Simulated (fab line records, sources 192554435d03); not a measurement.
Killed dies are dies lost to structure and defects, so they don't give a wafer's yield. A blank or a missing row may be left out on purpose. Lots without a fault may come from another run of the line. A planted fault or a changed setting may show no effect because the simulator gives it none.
fab line records | flow n5_finfet
record lots=11 wafers=33 last_day=19
route steps=1938 shown BEOL_M14@1747 BEOL_M15@1773 PASSIVATION@1936
lots that met no fault: from a run of the same line without faults
start_h: hours from the record's first day to the start of the lot's first wafer shown | wait_h: hours since the lot's step before | " the same as in the row above | L1.1+2: a row that stands for several wafers | - no value, or no start given | * or withheld: withheld | < > ~ a bound
route shown NAME@n: a module of which the file shows steps, and the number in the route of the first | usual: mean/standard deviation of fault-free wafers | same: alike in all rows | chamber/n: place in a boat | sites: the reading at each site | _std_site: their standard deviation | _edge_site: outer sites' mean less inner sites' | radius_mm: how far each site lies from the wafer's centre | mask NAME#n: copy n | behind: the tool/chamber that last shaped the wafer | hold: why the lot was held/for how many hours/how that ended | device: the transistor (n, p or np) that didn't switch | end of line: the same wafers' tests at the end of the route | a step without rows: its recipe alone | killed: dies lost to structure and defects at the first sort, not the wafer's yield | map: a wafer's dies, x killed, . not, _ none there
set.NAME: the setting as run; set.NAME@STEP: as run at that earlier step | model.NAME: the simulator's own value behind a step, which no gauge read
steps of the route over a sample of lots; a table a step, a row a wafer
services: from which hour (start_h, from the record's first day; less than 0 if before it) a tool's chamber was out of use, for how many hours, and why
## steps
# step N5_BEOL_M14_OVL_MEAS_29
# recipe points_per_wafer=44
# usual M14_OVL=3/6.1
# columns lot.wafer tool chamber start_h wait_h M14_OVL[nm]
L960.1 overlay-01 0 242.88 0.0 8
L960.3 " 0 " " 11
L960.5 " 0 " " 7
L966.1 overlay-02 0 300.82 0.0 -2
L966.3 " 0 " " -7
L966.5 " 0 " " -3
L968.1 overlay-01 0 305.38 0.0 11
L968.4 " 0 " " 0
L968.5 " 0 " " -1
L965.2 overlay-02 0 306.35 0.0 2
L965.3 " 0 " " -5
L965.5 " 0 " " -5
L967.1 overlay-02 0 308.97 0.0 10
L967.2 " 0 " " 6
L967.6 " 0 " " 10
L969.2 overlay-01 0 309.70 0.0 3
L969.4 " 0 " " 4
L969.6 " 0 " " 2
L977.2 overlay-02 0 356.63 0.0 12
L977.5 " 0 " " 7
L977.6 " 0 " " 16
L979.2 overlay-01 0 380.02 0.0 5
L979.3 " 0 " " 9
L979.4 " 0 " " 6
L980.3 overlay-01 0 398.34 0.0 2
L980.5 " 0 " " -7
L980.6 " 0 " " 1
L982.1 overlay-01 0 401.00 0.0 2
L982.2 " 0 " " 0
L982.5 " 0 " " -1
L983.3 overlay-02 0 415.16 0.0 -4
L983.4 " 0 " " -2
L983.5 " 0 " " -5
# step N5_BEOL_M14_ECD_47
# recipe material=Cu target_thk_a=12480
# columns lot.wafer tool chamber start_h wait_h
L960.1+3+5 ecd_cu-02 0,1,0 245.66 0.1
L966.1+3+5 ecd_cu-01 1 303.19 0.1
L968.1+4+5 ecd_cu-01 0,1,0 307.41 0.1
L965.2+3+5 ecd_cu-01 0 308.56 0.1
L967.1+2+6 ecd_cu-01 1,0,0 310.46 0.1
L969.2+4+6 ecd_cu-01 0 311.37 0.1
L977.2+5+6 ecd_cu-02 1,0,1 359.84 0.1
L979.2+3+4 ecd_cu-02 1,1,0 383.16 0.1
L980.3+5+6 ecd_cu-01 1,1,0 403.87 0.1
L982.1+2+5 ecd_cu-02 1,0,0 404.33 0.1
L983.3+4+5 ecd_cu-01 1,0,0 419.48 0.1
# step N5_BEOL_M14_CMP_49
# recipe stop_on=SiO2 t_overpolish_s=5.2 down_force_psi=2 platen_rpm=80 clearing_platen_down_force_psi=2 clearing_platen_rpm=80 post_cmp_clean=cu_alkaline target_thk_nm=560 clearing_platen_pad_velocity_m_s=1.5917 pad_velocity_m_s=1.5917
# usual clearing_platen_down_force_psi=2.000/0.004 motor_current_A=8.5/0.94 platen_rpm=80.00/0.059 time_to_endpoint_s=122/4
# columns lot.wafer tool chamber start_h wait_h clearing_platen_down_force_psi motor_current_A platen_rpm time_to_endpoint_s
L960.1 cmp-04 3 246.77 0.3 2.006 9.6 79.99 122
L960.3 " 0 " " 1.999 8.6 79.93 119
L960.5 " 2 " " 2.002 9.0 80.08 117
L966.3 cmp-04 0 303.74 0.2 2.001 8.3 80.07 119
L966.1 " 2 " " 2.003 9.2 80.01 120
L966.5 " 1 " " 1.999 8.0 79.95 124
L968.1 cmp-02 3 307.97 0.3 1.999 7.8 79.86 128
L968.4 " 0 " " 2.003 10.1 80.13 123
L968.5 " 2 " " 2.001 8.0 80.07 122
L965.2 cmp-02 1 309.04 0.2 2.000 8.6 80.00 236
L965.3 " 2 " " 1.999 8.0 80.06 231
L965.5 " 2 " " 1.995 7.8 80.00 236
L967.2 cmp-03 1 311.34 0.2 2.000 8.7 80.04 243
L967.1 " 3 " " 1.997 6.3 79.99 241
L967.6 " 0 " " 2.001 7.9 80.09 237
L969.4 cmp-04 3 312.06 0.2 1.999 9.3 80.05 236
L969.2 " 0 " " 1.995 8.5 79.98 224
L969.6 " 2 " " 1.996 9.6 80.03 226
L977.2 cmp-04 2 360.57 0.2 1.998 9.3 79.84 120
L977.5 " 2 " " 1.995 9.1 79.90 117
L977.6 " 3 " " 1.998 9.7 80.04 124
L979.3 cmp-03 0 383.64 0.2 2.016 7.8 80.05 124
L979.2 " 1 " " 2.003 8.3 80.04 123
L979.4 " 3 " " 2.003 6.7 79.92 118
L980.3 cmp-03 0 404.81 0.3 1.998 7.8 79.99 119
L980.5 " 3 " " 2.007 6.9 79.91 121
L980.6 " 0 " " 1.999 7.8 79.97 117
L982.1 cmp-03 3 405.47 0.3 2.000 6.8 80.00 129
L982.2 " 0 " " 2.009 7.7 80.04 123
L982.5 " 0 " " 2.004 7.8 79.93 123
L983.3 cmp-02 0 420.38 0.2 2.004 10.2 79.96 123
L983.4 " 1 " " 2.001 8.5 80.04 126
L983.5 " 1 " " 2.004 8.4 79.99 125
# step N5_BEOL_M14_INSPECT_55
# recipe inspect_instrument=darkfield mode=post_dep
# usual raw_defect_count=67/25
# columns lot.wafer tool chamber start_h wait_h raw_defect_count
L960.1 defect_inspect-02 - 247.15 0.0 64
L960.3 " - " " 81
L960.5 " - " " 85
L966.1 defect_inspect-02 - 304.19 0.0 69
L966.3 " - " " 82
L966.5 " - " " 50
L968.1 defect_inspect-02 - 308.35 0.0 41
L968.4 " - " " 36
L968.5 " - " " 43
L965.2 defect_inspect-01 - 309.49 0.0 95
L965.3 " - " " 98
L965.5 " - " " 60
L967.1 defect_inspect-02 - 311.86 0.1 69
L967.2 " - " " 76
L967.6 " - " " 52
L969.2 defect_inspect-02 - 312.47 0.0 45
L969.4 " - " " 51
L969.6 " - " " 59
L977.2 defect_inspect-01 - 361.02 0.0 72
L977.5 " - " " 47
L977.6 " - " " 67
L979.2 defect_inspect-01 - 384.12 0.0 78
L979.3 " - " " 71
L979.4 " - " " 52
L980.3 defect_inspect-01 - 405.25 0.0 86
L980.5 " - " " 100
L980.6 " - " " 64
L982.1 defect_inspect-02 - 405.95 0.0 84
L982.2 " - " " 54
L982.5 " - " " 80
L983.3 defect_inspect-01 - 420.83 0.0 43
L983.4 " - " " 56
L983.5 " - " " 41
# step N5_BEOL_M15_ILD_DEP_00
# recipe material=SiO2 target_thk_a=16293 temp_c=400 precursor=TEOS/O2 pressure_torr=6.5 rf_w=900 teos_flow_sccm=161.4 gas=O2 flow_sccm=2650 time_s=346.1
# usual heater_power_w=510/90 showerhead_plenum_p_Torr=8.339/0.029 throttle_valve_pct=18.5/0.95
# columns lot.wafer tool chamber start_h wait_h heater_power_w showerhead_plenum_p_Torr throttle_valve_pct
L960.1 pecvd-02 2 247.18 0.0 469 8.367 17.4
L960.3 " 0 " " 475 8.306 18.2
L960.5 " 1 " " 455 8.304 18.0
L966.1 pecvd-01 1 304.23 0.0 515 8.317 20.4
L966.3 " 2 " " 468 8.336 18.0
L966.5 " 2 " " 540 8.338 18.1
L968.1 pecvd-01 0 308.39 0.0 636 8.369 18.8
L968.4 " 2 " " 531 8.362 18.0
L968.5 " 1 " " 436 8.348 20.1
L965.2 pecvd-02 0 309.53 0.0 527 8.326 18.4
L965.3 " 1 " " 583 8.301 18.0
L965.5 " 2 " " 436 8.383 17.3
L967.1 pecvd-02 0 311.89 0.0 462 8.325 18.3
L967.2 " 1 " " 604 8.289 18.0
L967.6 " 2 " " 551 8.342 17.2
L969.2 pecvd-04 1 312.50 0.0 658 8.331 19.8
L969.4 " 1 " " 522 8.338 19.5
L969.6 " 1 " " 626 8.312 19.6
L977.2 pecvd-04 1 361.06 0.0 658 8.318 19.8
L977.5 " 0 " " 290 8.280 17.8
L977.6 " 1 " " 651 8.308 19.9
L979.2 pecvd-01 1 384.16 0.0 534 8.334 20.4
L979.3 " 1 " " 428 8.341 20.4
L979.4 " 2 " " 536 8.367 18.3
L980.3 pecvd-02 0 405.39 0.1 428 8.338 18.5
L980.5 " 2 " " 554 8.343 17.2
L980.6 " 0 " " 540 8.342 18.6
L982.1 pecvd-01 2 405.99 0.0 461 8.342 18.0
L982.2 " 1 " " 457 8.343 20.4
L982.5 " 2 " " 548 8.342 18.2
L983.3 pecvd-04 0 420.87 0.0 388 8.295 17.9
L983.4 " 2 " " 364 8.349 17.9
L983.5 " 1 " " 672 8.307 19.7
# step N5_PASSIVATION_PROBE_49
# usual defect_limited_yield=91.4/1.5 killed_at_M0_to_M3=35/12 killed_at_M4_up=13/5.8 killed_at_contacts=12/5.5 killed_at_front_end=36/9.9 killed_at_other=4/3.7 killed_dies=101/18 killed_open=66/13 killed_short=33/8 sort_bin_5_function=5.0/1 sort_bin_6_memory=3.2/0.67 sort_n_pass=1079/18 sort_yield_pct=91.4/1.5
# same gross_dies=1180 killed_at_back_side=0 sort_bin_4_leakage[%]=0 sort_bin_8_speed[%]=0
# columns lot.wafer tool chamber start_h wait_h defect_limited_yield[%] killed_at_M0_to_M3 killed_at_M4_up killed_at_contacts killed_at_front_end killed_at_other killed_dies killed_open killed_short sort_bin_5_function[%] sort_bin_6_memory[%] sort_n_pass sort_yield_pct[%]
L965.2 prober-01 - 330.95 0.1 89.7 40 9 22 40 11 122 80 42 5.8 4.1 1058 89.7
L965.3 prober-01 - 331.00 0.1 92.4 27 11 17 32 3 90 60 29 4.5 2.8 1090 92.4
L965.5 prober-01 - 331.10 0.2 90.1 49 16 8 42 2 117 63 48 4.9 4.0 1063 90.1
L967.1 prober-02 - 332.34 0.0 91.2 37 10 12 44 1 104 65 39 5.1 3.6 1076 91.2
L967.2 prober-02 - 332.39 0.1 91.6 43 11 7 36 2 99 60 39 5.5 2.6 1081 91.6
L967.6 prober-02 - 332.59 0.3 91.9 29 8 15 40 3 95 62 32 4.6 3.3 1085 91.9
L980.3 prober-02 - 429.58 0.1 93.4 25 12 8 32 1 78 43 32 3.5 3.1 1102 93.4
L980.5 prober-02 - 429.68 0.2 93.2 20 7 10 36 7 80 52 26 3.9 2.9 1100 93.2
L980.6 prober-02 - 429.73 0.3 91.4 38 13 11 39 1 102 67 34 4.4 3.7 1078 91.4
# killed by level:class
L965.2 MOL_CONTACT_COAG:geometric_particle:open=17 BEOL_M0_SAQP:geometric_particle:short=10 BEOL_M2:geometric_particle:open=10 FIN_SAQP:geometric_particle:open=8 FIN_SAQP:geometric_particle:short=8 BEOL_M0_SAQP:geometric_particle:open=7 DUMMY_GATE:geometric_particle:open=6 STI_FIN_REVEAL:geometric_particle:open=6
L965.3 MOL_CONTACT_COAG:geometric_particle:open=14 BEOL_M0_SAQP:geometric_particle:open=9 BEOL_M0_SAQP:geometric_particle:short=8 FIN_SAQP:geometric_particle:short=7 STI_FIN_REVEAL:geometric_particle:open=6 BEOL_M4:geometric_particle:open=5 BEOL_M3:geometric_particle:open=5 FIN_SAQP:geometric_particle:open=4
L965.5 BEOL_M0_SAQP:geometric_particle:short=18 BEOL_M0_SAQP:geometric_particle:open=12 FIN_SAQP:geometric_particle:open=8 BEOL_M4:geometric_particle:open=7 FIN_SAQP:geometric_particle:short=6 BEOL_M3:geometric_particle:open=6 BEOL_M3:geometric_particle:short=6 HKMG_FIN:area_etch=6
L967.1 FIN_SAQP:geometric_particle:open=13 BEOL_M0_SAQP:geometric_particle:open=9 BEOL_M0_SAQP:geometric_particle:short=9 BEOL_M3:geometric_particle:open=9 GATE_CUT:geometric_particle:short=8 MOL_CONTACT_COAG:geometric_particle:open=8 MOL_CONTACT_COAG:geometric_particle:short=4 BEOL_M4:geometric_particle:open=4
L967.2 BEOL_M0_SAQP:geometric_particle:short=15 BEOL_M0_SAQP:geometric_particle:open=12 FIN_SAQP:geometric_particle:open=9 BEOL_M2:geometric_particle:open=8 FIN_SAQP:geometric_particle:short=6 MOL_CONTACT_COAG:geometric_particle:open=6 STI_FIN_REVEAL:geometric_particle:open=5 BEOL_M4:geometric_particle:open=4
L967.6 MOL_CONTACT_COAG:geometric_particle:open=11 FIN_SAQP:geometric_particle:open=10 GATE_CUT:geometric_particle:short=7 STI_FIN_REVEAL:geometric_particle:open=7 BEOL_M2:geometric_particle:open=6 BEOL_M0_SAQP:geometric_particle:open=5 BEOL_M1:geometric_particle:open=5 MOL_CONTACT_COAG:geometric_particle:short=4
L980.3 MOL_CONTACT_COAG:geometric_particle:open=8 STI_FIN_REVEAL:geometric_particle:open=6 FIN_SAQP:geometric_particle:short=5 BEOL_M0_SAQP:geometric_particle:short=5 BEOL_M0_SAQP:geometric_particle:open=5 FIN_SAQP:geometric_particle:open=4 STI_FIN_REVEAL:geometric_particle:short=3 ILD0:geometric_particle:short=3
L980.5 FIN_SAQP:geometric_particle:open=14 BEOL_M0_SAQP:geometric_particle:open=8 MOL_CONTACT_COAG:geometric_particle:open=7 STARTING-WAFER:geometric_particle:open=6 BEOL_M0_SAQP:geometric_particle:short=5 FIN_SAQP:geometric_particle:short=4 STI_FIN_REVEAL:geometric_particle:open=4 MOL_CONTACT_COAG:geometric_particle:short=3
L980.6 BEOL_M0_SAQP:geometric_particle:short=16 STI_FIN_REVEAL:geometric_particle:open=10 FIN_SAQP:geometric_particle:open=9 BEOL_M0_SAQP:geometric_particle:open=9 FIN_SAQP:geometric_particle:short=8 MOL_CONTACT_COAG:geometric_particle:open=8 BEOL_M4:geometric_particle:open=6 DUMMY_GATE:geometric_particle:open=4
## services
# columns tool chamber start_h hours kind
cmp-03 - 222.93 2.0 repair
cmp-04 - 223.35 3.7 repair
cmp-02 - 227.94 5.8 pm
cmp-03 - 239.45 2.6 repair
ecd_cu-01 - 253.14 1.4 repair
cmp-03 - 256.88 0.8 repair
cmp-04 - 258.84 4.0 pm
cmp-03 - 265.70 3.4 pm
cmp-04 - 278.23 0.5 repair
cmp-02 - 282.50 0.3 repair
pecvd-02 1 295.21 5.2 repair
cmp-02 - 297.28 0.4 repair
cmp-02 - 312.73 1.5 repair
cmp-03 - 318.99 4.0 pm
cmp-02 - 354.62 1.5 repair
cmp-04 - 360.79 8.1 pm
cmp-04 - 371.85 2.7 repair
ecd_cu-02 - 374.55 2.8 repair
cmp-04 - 376.36 11.1 pm
ecd_cu-02 - 382.01 0.4 repair
pecvd-02 - 386.45 0.3 repair
pecvd-04 - 393.50 14.6 pm
cmp-04 - 396.04 18.9 repair
cmp-02 - 416.32 1.7 repair
## key
first_sign step=N5_BEOL_M14_CMP_49 reading=time_to_endpoint_s direction=up sigmas=28 usual=* struck=*
effect none on later readings
met_at N5_BEOL_M14_ECD_47
struck_lots L965,L967,L969
not_acting_at N5_BEOL_M14_OVL_MEAS_29,N5_BEOL_M14_INSPECT_55,N5_BEOL_M15_ILD_DEP_00
onset_between 307.41 308.56
fault kind=process_parameter_drift tool=ecd_cu-01 chamber=- onset_h=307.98 steps=N5_BEOL_M14_ECD_47 channel=target_thk_a offset=* shape=step end_h=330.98 acts_in=* stated=*
